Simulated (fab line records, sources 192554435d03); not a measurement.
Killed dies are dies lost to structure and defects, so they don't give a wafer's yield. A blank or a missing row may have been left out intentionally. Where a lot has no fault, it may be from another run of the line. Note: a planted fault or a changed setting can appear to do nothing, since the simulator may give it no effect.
fab line records    flow n5_finfet
[record] lots = 4  wafers = 10  last_day = 17
route steps=1938 shown BEOL_M14@1739 BEOL_M15@1773 PASSIVATION@1936
lots with no fault: from the same line, run without faults
start_h: hours from the record's first day to the start of the lot's first wafer shown    wait_h: hours elapsed since this lot's preceding step    " identical to the entry in the row above    L1.1+2: several wafers, shown together as one row    - no value, or no start was given    * or withheld: withheld    < > ~ a bound
route shown NAME@n: NAME is a module with steps in the file, n the number in the route of the first one    usual: mean/standard deviation of fault-free wafers    same: alike in all rows    chamber/n: place in a boat    sites: each site's reading    _std_site: the values' standard deviation    _edge_site: outer sites' mean less inner sites'    radius_mm: for every site, how far away it sits from the centre of the wafer    mask NAME#n: copy n    behind: the most recent tool/chamber to have shaped the wafer    hold: reason for holding the lot/hours on hold/outcome of the hold    device: names the non-switching transistor (n, p or np)    end of line: the tests these same wafers got at the end of their route    where a step has no rows: the recipe by itself    killed: dies that structure and defects cost at the first sort, which is not the same as the wafer's yield    map: a wafer's dies, marking killed ones x, the rest . and places with no die _
set.NAME: the setting the step ran with; set.NAME@STEP: the setting that earlier step ran with    model.NAME: the simulator's own value behind a step, which no gauge read
lots at some steps of the route; a table a step, a row a wafer
services: from which hour (start_h, from the record's first day; less than 0 if before it) a tool's chamber was out of use, for how many hours, and why
[[steps]]
[step N5_BEOL_M14_COAT_22]
[recipe] spin_rpm = 2888  resist_thk_nm = 300
[step N5_BEOL_M14_EBR_24]
[recipe] solvent = PGMEA  ebr_width_mm = 1.5
[step N5_BEOL_M14_SOFTBAKE_23]
[recipe] temp_c = 130  time_s = 60
[step N5_BEOL_M14_EXPOSE_25]
[recipe] mask_id = M14  na = 0.8  source_shape = annular  sigma_inner = 0.5  sigma_outer = 0.8  polarization = unpolarized  target_cd_nm = 280  dose_mj = 26.6
[step N5_BEOL_M14_PEB_26]
[recipe] peb_temp_c = 130  peb_time_s = 90
[step N5_BEOL_M14_DEVELOP_27]
[recipe] develop_time_s = 45  rinse_liquid = diw  dry = air_spin  dev_temp_c = 21
[step N5_BEOL_M14_HARDBAKE_32]
[recipe] temp_c = 130  time_s = 120
[step N5_BEOL_M14_DESCUM_33]
[recipe] chemistry = O2  time_s = 7.9  source_power_w = 50  bias_power_w = 20  pressure_mtorr = 20  rf_frequency_hz = 2.712e+07  temp_c = 40  o2_flow_sccm = 225
[step N5_BEOL_M14_ETCH_67]
[recipe] chemistry = CF4  target = SiARC  target_depth_a = 1430  time_s = 238.3  ion_energy_ev = 80  pressure_mtorr = 40  source_w = 545  bias_w = 36  Ar_flow_sccm = 100  cf4_flow_sccm = 100  ends = cleared
[step N5_BEOL_M14_ETCH_68]
[recipe] chemistry = N2/H2  target = SOC  mask_material = SiARC  source_w = 3000  bias_w = 350  temp_c = 40  time_s = 450  ion_energy_ev = 200  pressure_mtorr = 30  n2_flow_sccm = 200  h2_flow_sccm = 200
[usual] drypump_motor_current_A = 5.5/0.51  oes_product_au = 0.79/0.092  rf_vpp_V = 524.1/2.7  showerhead_plenum_p_Torr = 2.55/0.097  throttle_valve_pct = 17.75/0.19
lot.wafer  tool         chamber  start_h  wait_h  drypump_motor_current_A  oes_product_au  rf_hours_counter_h  rf_vpp_V  showerhead_plenum_p_Torr  throttle_valve_pct
L126.3     rie_diel-01  2        248.86   0.1     5.0                      0.93            25                  526.9     2.69                      17.63
L126.5     "            2        "        "       5.0                      0.93            -                   528.4     2.69                      17.64
L126.6     "            1        "        "       5.1                      0.69            -                   519.8     2.42                      18.12
L131.2     rie_diel-01  0        302.44   0.1     5.7                      0.77            135                 521.7     2.44                      17.62
L131.5     "            1        "        "       5.1                      0.95            -                   529.4     2.73                      17.70
L131.6     "            2        "        "       5.0                      0.90            -                   528.7     2.68                      17.65
L137.3     rie_diel-01  0        321.20   0.1     5.7                      0.76            142                 522.0     2.44                      17.61
L144.1     rie_diel-03  0        391.22   0.1     5.1                      0.78            126                 527.3     2.67                      17.71
L144.3     "            3        "        "       4.8                      0.70            189                 522.6     2.52                      17.89
L144.4     "            2        "        "       6.2                      0.68            -                   522.5     2.49                      17.88
[step N5_BEOL_M14_STRIP_69]
[recipe] chemistry = N2/H2  temp_c = 40  n2_flow_sccm = 200  h2_flow_sccm = 200  rf_frequency_hz = 6e+07
[step N5_BEOL_M14_TRENCH_ETCH_34]
[recipe] chemistry = C4F8/O2/Ar  target = SiO2  target_depth_a = 5566.5  mask_material = SOC  he_inner_torr = 15  he_outer_torr = 30  time_s = 126.9  ion_energy_ev = 800  pressure_mtorr = 20  source_w = 1905  bias_w = 2040  Ar_flow_sccm = 400  C4F8_flow_sccm = 16  O2_flow_sccm = 12
[step N5_BEOL_M14_STRIP_70]
[recipe] chemistry = C4F8/O2/Ar  resist = SiARC  rf_frequency_hz = 6e+07
[step N5_BEOL_M14_STRIP_37]
[recipe] chemistry = O2  power_w = 600  temp_c = 60  pressure_mtorr = 30  rf_frequency_hz = 6e+07  bias_power_w = 0  overash_fraction = 0.3  o2_flow_sccm = 225
[step N5_BEOL_M14_ETCH_38]
[recipe] chemistry = CF4/N2  target = SiCN  target_depth_a = 1065  taper_deg = 2  time_s = 120.6  ion_energy_ev = 150  mask_material = SiO2  pressure_mtorr = 40  source_w = 430  bias_w = 70  Ar_flow_sccm = 100  cf4_flow_sccm = 60  n2_flow_sccm = 60
[step N5_BEOL_M14_PRECLEAN_39]
[recipe] chemistry = residue_remover  time_s = 60  temp_c = 40
[step N5_BEOL_M14_SRD_40]
[recipe] time_s = 30  temp_c = 23  rinse_liquid = diw  dry = n2_spin  spin_rpm = 1500  dry_time_s = 30
[step N5_BEOL_M14_DEGAS_41]
[recipe] ambient = vacuum  temp_c = 300  time_s = 60
[step N5_BEOL_M14_PRE_CLEAN_42]
[recipe] gas = H2/He  time_s = 30  temp_c = 300
[step N5_BEOL_M14_SPUTTER_43]
[recipe] material = TaN  target_thk_a = 150  temp_c = 50  bias_v = 168.6  power_w = 15000  chamber_pressure_pa = 0.12  time_s = 24.19
[step N5_BEOL_M14_SPUTTER_44]
[recipe] material = Ta  target_thk_a = 150  temp_c = 50  bias_v = 80  power_w = 15000  chamber_pressure_pa = 0.07  time_s = 24.19
[step N5_BEOL_M14_SPUTTER_45]
[recipe] material = Cu  target_thk_a = 1000  temp_c = -20  bias_v = 60  power_w = 26000  chamber_pressure_pa = 0.13  time_s = 16.67
[step N5_BEOL_M14_ECD_47]
[recipe] material = Cu  target_thk_a = 12480
[step N5_BEOL_M14_ANNEAL_48]
[recipe] temp_c = 225  time_s = 90  ambient = N2
[step N5_BEOL_M14_CMP_49]
[recipe] stop_on = SiO2  t_overpolish_s = 5.2  down_force_psi = 2  platen_rpm = 80  clearing_platen_down_force_psi = 2  clearing_platen_rpm = 80  post_cmp_clean = cu_alkaline  target_thk_nm = 560  clearing_platen_pad_velocity_m_s = 1.5917  pad_velocity_m_s = 1.5917
[step N5_BEOL_M14_PRE_CLEAN_52]
[recipe] gas = NH3  time_s = 15  temp_c = withheld  rf_power_w = 300
[step N5_BEOL_M14_DEP_53]
[recipe] material = SiCN  target_thk_a = 500  temp_c = withheld  precursor = 3MS/NH3  pressure_torr = 3  rf_w = 675  time_s = 17.8
[step N5_BEOL_M15_ILD_DEP_00]
[recipe] material = SiO2  target_thk_a = 16293  temp_c = 400  precursor = TEOS/O2  pressure_torr = 6.5  rf_w = 900  teos_flow_sccm = 161.4  gas = O2  flow_sccm = 2650  time_s = 346.1
[step N5_BEOL_M15_COAT_58]
[recipe] resist = BARC  temp_c = 205  time_s = 60  spin_rpm = 1500  resist_thk_nm = 89
[step N5_BEOL_M15_COAT_04]
[recipe] spin_rpm = 1704  resist_thk_nm = 800
[step N5_BEOL_M15_EBR_06]
[recipe] solvent = PGMEA  ebr_width_mm = 1.5
[step N5_BEOL_M15_SOFTBAKE_05]
[recipe] temp_c = 130  time_s = 60
[step N5_BEOL_M15_EXPOSE_07]
[recipe] mask_id = V14  na = 0.8  source_shape = annular  sigma_inner = 0.5  sigma_outer = 0.8  polarization = unpolarized  attpsm_phase_deg = 180  dose_mj = 41.25
[step N5_BEOL_M15_PEB_08]
[recipe] peb_temp_c = 130  peb_time_s = 90
[step N5_PASSIVATION_PROBE_49]
[usual] defect_limited_yield = 91.7/1.2  killed_at_M0_to_M3 = 33/9.5  killed_at_M4_up = 13/4.9  killed_at_contacts = 13/6.6  killed_at_front_end = 36/11  killed_at_other = 3.0/2.6  killed_dies = 97/14  killed_open = 65/11  killed_short = 31/6.6  sort_bin_5_function = 4.8/0.82  sort_bin_6_memory = 3.1/0.58  sort_n_pass = 1083/14  sort_yield_pct = 91.7/1.2
[same] gross_dies = 1180  killed_at_back_side = 0  sort_bin_4_leakage[%] = 0  sort_bin_8_speed[%] = 0
lot.wafer  tool       chamber  start_h  wait_h  defect_limited_yield[%]  killed_at_M0_to_M3  killed_at_M4_up  killed_at_contacts  killed_at_front_end  killed_at_other  killed_dies  killed_open  killed_short  sort_bin_5_function[%]  sort_bin_6_memory[%]  sort_n_pass  sort_yield_pct[%]
L131.2     prober-01  -        329.21   0.1     81.7                     36                  143              5                   32                   0                216          55           25            11.7                    4.2                   964          81.7
L137.3     prober-02  -        345.21   0.1     76.0                     39                  154              7                   75                   8                283          93           48            15.5                    6.4                   897          76.0
// killed by level:class
L131.2 BEOL_M14:unspecified=136 BEOL_M0_SAQP:geometric_particle:short=8 BEOL_M1:geometric_particle:open=7 BEOL_M0_SAQP:geometric_particle:open=7 FIN_SAQP:geometric_particle:short=5 GATE_CUT:geometric_particle:open=5 BEOL_M3:geometric_particle:open=5 FIN_SAQP:geometric_particle:open=4
L137.3 BEOL_M14:unspecified=142 STI_FIN_REVEAL:geometric_particle:open=31 FIN_SAQP:geometric_particle:short=14 BEOL_M0_SAQP:geometric_particle:short=9 BEOL_M1:geometric_particle:open=8 BEOL_M0_SAQP:geometric_particle:open=8 DUMMY_GATE:geometric_particle:open=7 MOL_CONTACT_COAG:geometric_particle:open=5
// map L131.2 (x killed, . not)
_________________x.x...x.....________________
______________.................._____________
___________.......x........x...x...__________
__________........................x._________
________.............................._______
_______.....................x..........______
______...x...x............x..x.....x...._____
_____........................x...........____
____...x..............x.....x.............___
___...........................x.x..........__
___.........x..............................__
__x......x........x...................x...x._
__...........................xxx.x.xx..x...._
_..........x.........x.....xxx.xxxxx..x......
_.......................x.xx..xxxxxxxx.......
_..x....x.....x...........x.xxxxxxxxxxxxxxx..
_.x.........................xxxxxxxxxxxxxx...
_...xx..........x...........xxxxxxxxxxxxxx...
_x.x.......................xxxxxxxxxxxxxxxx..
_..........................xxxxxxxxxxxxxxx...
_...........................xxxxxxxxxxxxxx...
__.....................x..x.xx.xxxxxxxxxx..._
__.....x.........x.....xx..x...xxxxxxxxx...._
___.....x....................xxxx..xxxxx...__
___.......x.....x....................x..x..__
____..........................x...x..x....___
_____.......x...............x....x.......____
______.........x........................_____
_______.......................x..x.x.x.______
________......x......xx..x............_______
__________...............x.........._________
___________.x..............x.......__________
______________...........x...x.._____________
_________________.........x.x________________
// map L137.3 (x killed, . not)
_________________x.x...x.....________________
______________x......xx..x......_____________
___________.......x.....x..........__________
__________.x..x..x.........x....x..._________
________.........x..................x._______
_______..............x.....x.....xx.xx.______
______....x.......x............xx......x_____
_____x......x...x..........x.xx.x...x....____
____..x.......x.........x.................___
___.........x......x..x.x.........x........__
___..............................xx..x...x.__
__..........x..............x...xx......x...._
__..........................x.x.x.xx.xx....._
_.....x..............x.........xxxxxxx.xxx.x.
_....x..................x.x.x.xxxxxxxxxx...x.
_x.............x..x..x......xxxxxxxxxxxxx.x..
_........................x..xxxxxxxxxxxxxx...
_.....x...............x.x.x.xxxxxxxxxxxxxxx..
_.............x....x.......x.xxxxxxxxxxxx.xx.
_..x.....x..xx.xx.x.........xxxxxxxxxxxx.xx..
_....................xx...x.xxxxxxxxxxxxx.xx.
__.xx...x...............x..xxxxxxxxxxxxx.x.._
__x..x...............x........x.xxxxxxxx...._
___.x.x..xx.x........x......x.x..xxxxx.....__
___.x.x.......x........x..x...x..xx.x....x.__
____...xx......x........x.........x.......___
_____.x..................x...x....xx.....____
______...x....x.x..........x............_____
_______........x.................xx....______
________.....xx......................._______
__________x..xx........xx.......x..._________
___________.x.x.x.......x...x...xx.__________
______________.....x............_____________
_________________.....x....x.________________
[[services]]
tool         chamber  start_h  hours  kind
rie_diel-03  -        245.05   0.2    repair
rie_diel-01  1        257.18   -      clean
rie_diel-01  1        257.18   -      consumable_replace:focus_ring
rie_diel-01  1        257.18   -      consumable_replace:showerhead
rie_diel-01  1        257.18   13.3   scheduled_down
rie_diel-01  1        257.18   13.3   vent_cycle
rie_diel-01  3        348.02   13.9   repair
rie_diel-03  1        366.23   4.5    repair
rie_diel-03  1        385.11   -      clean
rie_diel-03  1        385.11   -      consumable_replace:focus_ring
rie_diel-03  1        385.11   12.6   scheduled_down
rie_diel-03  1        385.11   12.6   vent_cycle
[[key]]
[first_sign] step = N5_PASSIVATION_PROBE_49  reading = killed_at_M4_up  direction = up  sigmas = 28  usual = 13  struck = 148
[effect] step = N5_PASSIVATION_PROBE_49  reading = defect_limited_yield  direction = down  sigmas = 11  usual = 91.7  struck = 78.9
[more_kills_born_at] N5_BEOL_M14_ETCH_68@rie_diel-01 = 278
met_at N5_BEOL_M14_ETCH_68
struck_wafers L131.2,L137.3
[earlier_fault] kind = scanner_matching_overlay  tool = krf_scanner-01  chamber = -  onset_h = 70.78  steps = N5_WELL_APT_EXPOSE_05  offset = 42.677
[fault] kind = chamber_particle_source  tool = rie_diel-01  chamber = 0  onset_h = 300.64  steps = N5_BEOL_M14_ETCH_68  rate_per_visit_cm2 = 1.15
